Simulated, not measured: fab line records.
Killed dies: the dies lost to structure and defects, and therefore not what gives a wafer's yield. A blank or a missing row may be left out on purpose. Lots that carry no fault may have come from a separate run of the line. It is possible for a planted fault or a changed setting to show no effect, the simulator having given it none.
Matching of chambers :: flow n5Finfet :: N5_BEOL_M0_STRIP_140 on rieDiel-04: 4 sister chambers
The step strips in CF4. 16 wafers are shown with their chamber, then 8 later ones without.

## WAFERS PAIRED WITH THEIR CHAMBERS
wafer: L075.1
chamber: 2
showerheadPlenumPTorr (Torr): 1.88
drypumpMotorCurrentA (A): 6.2
oesProductAu (a.u.): 0.81

wafer: L075.4
chamber: 0
showerheadPlenumPTorr (Torr): 1.74
drypumpMotorCurrentA (A): 5.0
oesProductAu (a.u.): 0.88

wafer: L075.6
chamber: 2
showerheadPlenumPTorr (Torr): 1.88
drypumpMotorCurrentA (A): 6.2
oesProductAu (a.u.): 0.82

wafer: L079.1
chamber: 0
showerheadPlenumPTorr (Torr): 1.74
drypumpMotorCurrentA (A): 4.9
oesProductAu (a.u.): 0.87

wafer: L079.2
chamber: 3
showerheadPlenumPTorr (Torr): 1.82
drypumpMotorCurrentA (A): 6.2
oesProductAu (a.u.): 0.82

wafer: L079.3
chamber: 2
showerheadPlenumPTorr (Torr): 1.87
drypumpMotorCurrentA (A): 6.2
oesProductAu (a.u.): 0.81

wafer: L081.1
chamber: 0
showerheadPlenumPTorr (Torr): 1.74
drypumpMotorCurrentA (A): 5.0
oesProductAu (a.u.): 0.87

wafer: L081.5
chamber: 1
showerheadPlenumPTorr (Torr): 1.86
drypumpMotorCurrentA (A): 5.8
oesProductAu (a.u.): 0.69

wafer: L081.6
chamber: 2
showerheadPlenumPTorr (Torr): 1.87
drypumpMotorCurrentA (A): 6.3
oesProductAu (a.u.): 0.81

wafer: L082.1
chamber: 3
showerheadPlenumPTorr (Torr): 1.81
drypumpMotorCurrentA (A): 6.3
oesProductAu (a.u.): 0.83

wafer: L082.5
chamber: 1
showerheadPlenumPTorr (Torr): 1.86
drypumpMotorCurrentA (A): 5.8
oesProductAu (a.u.): 0.68

wafer: L082.6
chamber: 2
showerheadPlenumPTorr (Torr): 1.87
drypumpMotorCurrentA (A): 6.3
oesProductAu (a.u.): 0.80

wafer: L083.2
chamber: 0
showerheadPlenumPTorr (Torr): 1.74
drypumpMotorCurrentA (A): 4.9
oesProductAu (a.u.): 0.85

wafer: L083.3
chamber: 2
showerheadPlenumPTorr (Torr): 1.87
drypumpMotorCurrentA (A): 6.3
oesProductAu (a.u.): 0.80

wafer: L083.4
chamber: 1
showerheadPlenumPTorr (Torr): 1.85
drypumpMotorCurrentA (A): 5.8
oesProductAu (a.u.): 0.67

wafer: L084.1
chamber: 0
showerheadPlenumPTorr (Torr): 1.74
drypumpMotorCurrentA (A): 5.0
oesProductAu (a.u.): 0.85

SIGNATURES, as means of the wafers listed above
reading: showerheadPlenumPTorr
chamber 0: 1.7400
chamber 1: 1.8567
chamber 2: 1.8733
chamber 3: 1.8150
scatter within a chamber: 0.00456

reading: drypumpMotorCurrentA
chamber 0: 4.960
chamber 1: 5.800
chamber 2: 6.250
chamber 3: 6.250
scatter within a chamber: 0.0516

reading: oesProductAu
chamber 0: 0.8640
chamber 1: 0.6800
chamber 2: 0.8083
chamber 3: 0.8250
scatter within a chamber: 0.0102
Rule: a wafer lies at a distance from a chamber equal to the root of the sum of squares, over the readings, of (its reading less the chamber's mean, divided by the reading's scatter). If the next closest chamber is less than 2 further off than the closest, the wafer can't be placed; otherwise it belongs to the closest. The scatter: the root of (the sum of the squares of (reading less its chamber's mean) over the shown wafers, divided by (wafers less chambers)).

## WAFERS MISSING THEIR CHAMBER
wafer: L084.2
showerheadPlenumPTorr (Torr): 1.81
drypumpMotorCurrentA (A): 6.3
oesProductAu (a.u.): 0.82

wafer: L084.3
showerheadPlenumPTorr (Torr): 1.85
drypumpMotorCurrentA (A): 5.8
oesProductAu (a.u.): 0.67

wafer: L087.3
showerheadPlenumPTorr (Torr): 1.87
drypumpMotorCurrentA (A): 6.2
oesProductAu (a.u.): 0.79

wafer: L087.4
showerheadPlenumPTorr (Torr): 1.87
drypumpMotorCurrentA (A): 6.3
oesProductAu (a.u.): 0.78

wafer: L087.5
showerheadPlenumPTorr (Torr): 1.81
drypumpMotorCurrentA (A): 6.3
oesProductAu (a.u.): 0.81

wafer: L089.1
showerheadPlenumPTorr (Torr): 1.85
drypumpMotorCurrentA (A): 5.8
oesProductAu (a.u.): 0.67

wafer: L089.4
showerheadPlenumPTorr (Torr): 1.87
drypumpMotorCurrentA (A): 6.3
oesProductAu (a.u.): 0.78

wafer: L089.6
showerheadPlenumPTorr (Torr): 1.81
drypumpMotorCurrentA (A): 6.3
oesProductAu (a.u.): 0.79

## THE CHAMBER EACH PASSED THROUGH
wafer: L084.2
from the rows above: 3
in truth: 3

wafer: L084.3
from the rows above: 1
in truth: 1

wafer: L087.3
from the rows above: 2
in truth: 2

wafer: L087.4
from the rows above: 2
in truth: 2

wafer: L087.5
from the rows above: 3
in truth: 3

wafer: L089.1
from the rows above: 1
in truth: 1

wafer: L089.4
from the rows above: 2
in truth: 2

wafer: L089.6
from the rows above: 3
in truth: 3
Correctly placed: 8 of 8. From these rows, 0 cannot be placed. Number placed wrongly: 0.
